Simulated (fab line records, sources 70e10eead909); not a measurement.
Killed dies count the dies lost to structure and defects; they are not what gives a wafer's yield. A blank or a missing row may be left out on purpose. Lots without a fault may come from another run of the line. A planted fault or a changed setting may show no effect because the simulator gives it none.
What tool caused it? | flow nand harc | 11 lots with 33 wafers sampled at 5 steps, on a route of 1302 steps

WHAT EACH GAUGE READ, for each wafer
NHARC_END_SORT_01. Usual: killed at array 56, standard deviation 17; killed at other 1.2, standard deviation 1.4; killed at periphery 4, standard deviation 3.2; killed dies 61, standard deviation 16; killed open 3.6, standard deviation 2.1; killed short 2.7, standard deviation 1.8.
lot  | measured     | on        | killed at array | killed at other | killed at periphery | killed dies | killed open | killed short | flag
L472 | day 30 10:31 | prober-01 | 47 611 76       | 0 4 3           | 3 6 2               | 50 621 81   | 2 6 5       | 1 4 2        | OFF
L473 | day 30 18:19 | prober-01 | 540 57 526      | 2 2 0           | 3 1 2               | 545 60 528  | 1 4 7       | 3 2 1        | OFF

EACH LOT AND THE TOOL THAT RAN IT (in order: tool; ch and the chambers of the sampled wafers; start)
lot  | NHARC_A_STAIRCASE_DEP_471       | NHARC_A_SGD_CUT_ETCH_59                       | NHARC_A_SLIT_ETCH_15               | NHARC_A_WL_FILL_STRIP_27
L459 | pecvd-01 ch 0,1, day 19 19:35   | rie diel-11 ch 0,1,3, day 20 09:20 or earlier | rie diel-05 ch 0,1,3, day 20 09:20 | plasma asher-02 ch 0,1, day 21 02:35
L460 | pecvd-02 ch 0,1, day 19 19:56   | rie diel-01 ch 2,3, day 20 09:33 or earlier   | rie diel-09 ch 1,2,3, day 20 09:33 | plasma asher-02 ch 0,1, day 21 00:04
L463 | pecvd-01 ch 0,1,2, day 21 02:55 | rie diel-11 ch 1,2,3, day 21 16:37 or earlier | rie diel-10 ch 1,2,3, day 21 16:37 | plasma asher-02 ch 0,1, day 22 07:14
L465 | pecvd-04 ch 0,2, day 22 13:28   | rie diel-11 ch 1,2, day 23 03:13 or earlier   | rie diel-05 ch 0,3, day 23 03:13   | plasma asher-02 ch 0,1, day 23 17:50
L467 | pecvd-02 ch 0,1,2, day 23 12:28 | rie diel-11 ch 0,2,3, day 24 01:38 or earlier | rie diel-09 ch 1,2, day 24 01:38   | plasma asher-01 ch 0,1, day 24 17:32
L470 | pecvd-02 ch 0,1, day 24 07:14   | rie diel-02 ch 0,1,2, day 25 01:06 or earlier | rie diel-05 ch 0,1,2, day 25 01:06 | plasma asher-02 ch 0,1, day 25 16:44
L472 | pecvd-02 ch 0,1,2, day 24 21:40 | rie diel-11 ch 0,2,3, day 25 11:16 or earlier | rie diel-10 ch 0,3, day 25 11:16   | plasma asher-01 ch 0, day 26 03:35
L473 | pecvd-01 ch 0,2, day 24 21:40   | rie diel-01 ch 0,1,2, day 25 12:39 or earlier | rie diel-10 ch 0,2, day 25 12:39   | plasma asher-01 ch 0, day 26 03:46
L480 | pecvd-02 ch 0,2, day 27 21:28   | rie diel-02 ch 0,1,3, day 28 11:03 or earlier | rie diel-10 ch 0,1,2, day 28 11:03 | plasma asher-01 ch 0,1, day 29 03:34
L479 | pecvd-04 ch 0,1,2, day 27 22:39 | rie diel-01 ch 1,2,3, day 28 12:11 or earlier | rie diel-05 ch 2,3, day 28 12:11   | plasma asher-02 ch 0,1, day 29 05:54
L481 | pecvd-04 ch 1,2, day 29 15:13   | rie diel-11 ch 0,2,3, day 30 08:40 or earlier | rie diel-10 ch 0,1,2, day 30 08:40 | plasma asher-02 ch 0, day 31 00:28
- NHARC_A_STAIRCASE_DEP_471: deposits SiO2, target thk 100 nm.
- NHARC_A_SGD_CUT_ETCH_59: etches the open film in N2/H2, target depth 260 nm, time 406.25 s.
- NHARC_A_SLIT_ETCH_15: etches the open film in O2/COS, target depth 6200 nm, time 1612 s.
- NHARC_A_WL_FILL_STRIP_27: strips in N2/H2, time 20 s.

WHAT THE TOOLS THEMSELVES READ (means of the sampled wafers that have a number; where no wafer has one, the mark that the record gives instead)
NHARC_A_STAIRCASE_DEP_471. Usual: heater power w 608 W, standard deviation 98; rf fwd power W 896.5 W, standard deviation 3; susceptor temp C 399.98 C, standard deviation 0.25; throttle valve pct 16.0 %, standard deviation 0.72.
lot  | tool     | heater power w (W) | rf fwd power W (W) | susceptor temp C (C) | throttle valve pct (%) | flag
L459 | pecvd-01 | 572                | 896.3              | 399.85               | 16.6                   |
L460 | pecvd-02 | 631                | 894.7              | 399.95               | 15.3                   |
L463 | pecvd-01 | 560                | 897.7              | 400.04               | 16.7                   |
L465 | pecvd-04 | 608                | 898.7              | 399.91               | 15.9                   |
L467 | pecvd-02 | 576                | 899.2              | 399.90               | 15.8                   |
L470 | pecvd-02 | 717                | 897.3              | 400.27               | 15.7                   |
L472 | pecvd-02 | 621                | 897.7              | 399.98               | 16.0                   |
L473 | pecvd-01 | 625                | 897.2              | 399.86               | 16.7                   |
L480 | pecvd-02 | 558                | 896.9              | 399.99               | 16.2                   |
L479 | pecvd-04 | 675                | 897.4              | 399.90               | 15.4                   |
L481 | pecvd-04 | 678                | 900.4              | 400.27               | 15.7                   |

NHARC_A_SGD_CUT_ETCH_59. Usual: drypump motor current A 5.6 A, standard deviation 0.37; oes product au 0.999 a.u., standard deviation 0.014; rf fwd power W 399.2 W, standard deviation 1.3; rf vpp V 430.3 V, standard deviation 2.3; showerhead plenum p Torr 2.03 Torr, standard deviation 0.076; throttle valve pct 14.171 %, standard deviation 0.0088.
lot  | tool        | drypump motor current A (A) | oes product au (a.u.) | rf fwd power W (W) | rf vpp V (V) | showerhead plenum p Torr (Torr) | throttle valve pct (%) | flag
L459 | rie diel-11 | 5.7                         | 1.014                 | 400.6              | 430.4        | 2.02                            | 14.170                 |
L460 | rie diel-01 | 5.3                         | 0.975                 | 397.6              | 430.3        | 2.01                            | 14.176                 |
L463 | rie diel-11 | 5.6                         | 1.001                 | 400.1              | 429.4        | 2.01                            | 14.171                 |
L465 | rie diel-11 | 5.6                         | 1.000                 | 399.5              | 430.8        | 2.03                            | 14.170                 |
L467 | rie diel-11 | 5.5                         | 0.998                 | 400.1              | 431.4        | 2.03                            | 14.172                 |
L470 | rie diel-02 | 5.6                         | 0.980                 | 398.7              | 429.4        | 2.00                            | 14.174                 |
L472 | rie diel-11 | 5.4                         | 1.005                 | 397.9              | 430.2        | 2.03                            | 14.172                 |
L473 | rie diel-01 | 5.7                         | 1.003                 | 399.8              | 428.5        | 1.98                            | 14.171                 |
L480 | rie diel-02 | 5.7                         | 1.012                 | 399.6              | 429.2        | 2.00                            | 14.171                 |
L479 | rie diel-01 | 5.4                         | 0.985                 | 398.5              | 429.8        | 2.04                            | 14.165                 |
L481 | rie diel-11 | 5.4                         | 1.006                 | 399.7              | 430.2        | 2.03                            | 14.172                 |

NHARC_A_SLIT_ETCH_15. Usual: drypump motor current A 5.6 A, standard deviation 0.57; oes product au 1.003 a.u., standard deviation 0.012; rf fwd power W 499.6 W, standard deviation 1.5; rf vpp V 313.8 V, standard deviation 1.7; showerhead plenum p Torr 3.10 Torr, standard deviation 0.095; throttle valve pct 28.329 %, standard deviation 0.0086.
lot  | tool        | drypump motor current A (A) | oes product au (a.u.) | rf fwd power W (W) | rf vpp V (V) | showerhead plenum p Torr (Torr) | throttle valve pct (%) | flag
L459 | rie diel-05 | 6.2                         | 1.008                 | 499.4              | 314.0        | 3.08                            | 28.328                 |
L460 | rie diel-09 | 5.2                         | 0.999                 | 499.5              | 313.4        | 3.08                            | 28.335                 |
L463 | rie diel-10 | 5.0                         | 0.999                 | 498.5              | 314.8        | 3.16                            | 28.319                 |
L465 | rie diel-05 | 6.4                         | 1.006                 | 500.8              | 312.5        | 3.04                            | 28.333                 |
L467 | rie diel-09 | 5.2                         | 0.993                 | 500.1              | 313.6        | 3.06                            | 28.328                 |
L470 | rie diel-05 | 6.0                         | 1.002                 | 499.6              | 314.0        | 3.15                            | 28.327                 |
L472 | rie diel-10 | 5.3                         | 0.956                 | 499.0              | 313.5        | 3.08                            | 28.333                 | OFF
L473 | rie diel-10 | 5.2                         | 0.905                 | 499.2              | 311.2        | 3.02                            | 28.335                 | OFF
L480 | rie diel-10 | 5.1                         | 0.996                 | 501.5              | 313.1        | 3.08                            | 28.329                 |
L479 | rie diel-05 | 6.2                         | 1.003                 | 500.3              | 313.9        | 3.16                            | 28.324                 |
L481 | rie diel-10 | 5.1                         | 1.011                 | 499.9              | 312.8        | 3.08                            | 28.323                 |

NHARC_A_WL_FILL_STRIP_27. Usual: drypump motor current A 5.8 A, standard deviation 0.45; heater power w 367 W, standard deviation 36.
lot  | tool            | drypump motor current A (A) | heater power w (W) | flag
L459 | plasma asher-02 | 5.6                         | 396                |
L460 | plasma asher-02 | 5.5                         | 388                |
L463 | plasma asher-02 | 5.5                         | 393                |
L465 | plasma asher-02 | 5.6                         | 398                |
L467 | plasma asher-01 | 6.3                         | 318                |
L470 | plasma asher-02 | 5.6                         | 396                |
L472 | plasma asher-01 | 6.7                         | 318                |
L473 | plasma asher-01 | 6.6                         | 324                |
L480 | plasma asher-01 | 6.4                         | 318                |
L479 | plasma asher-02 | 5.5                         | 392                |
L481 | plasma asher-02 | 5.4                         | 387                |

THE ANSWER, worked out from the rows above alone
Rule: lot off if the mean of its wafers having a number is beyond 3 standard deviations from the usual mean. A lot without any number at a reading at which 4 lots or more have one is off too. Where the step has rows for the other lots, those lots are counted as sound. After the gauges, taken in route order, come the tools' own readings; for these a lot's mean is taken, as printed above. The first step at which some lot is off is used, and at that step the reading that is off furthest; a lot without a number counts as furthest.
Off, at NHARC_END_SORT_01 on killed dies: L472, L473. Neither off nor sound, because the step has no rows for them: L459, L460, L463, L465, L467, L470, L480, L479, L481.
A tool fits if, at a process step before that reading, it ran every lot that is off, and no sound lot after the first of them. Not tried: the gauges at NHARC_END_SORT_01; whatever is off there is also off at NHARC_A_SLIT_ETCH_15, on other tools, and gauge error can't account for it. With no start given for some of its lots, NHARC_A_SGD_CUT_ETCH_59 uses the hours and lot order of NHARC_A_SLIT_ETCH_15. Can't be told from this: 2 tools fit, rie diel-10 at NHARC_A_SLIT_ETCH_15, plasma asher-01 at NHARC_A_WL_FILL_STRIP_27.

WHAT THE SIMULATOR PUT IN
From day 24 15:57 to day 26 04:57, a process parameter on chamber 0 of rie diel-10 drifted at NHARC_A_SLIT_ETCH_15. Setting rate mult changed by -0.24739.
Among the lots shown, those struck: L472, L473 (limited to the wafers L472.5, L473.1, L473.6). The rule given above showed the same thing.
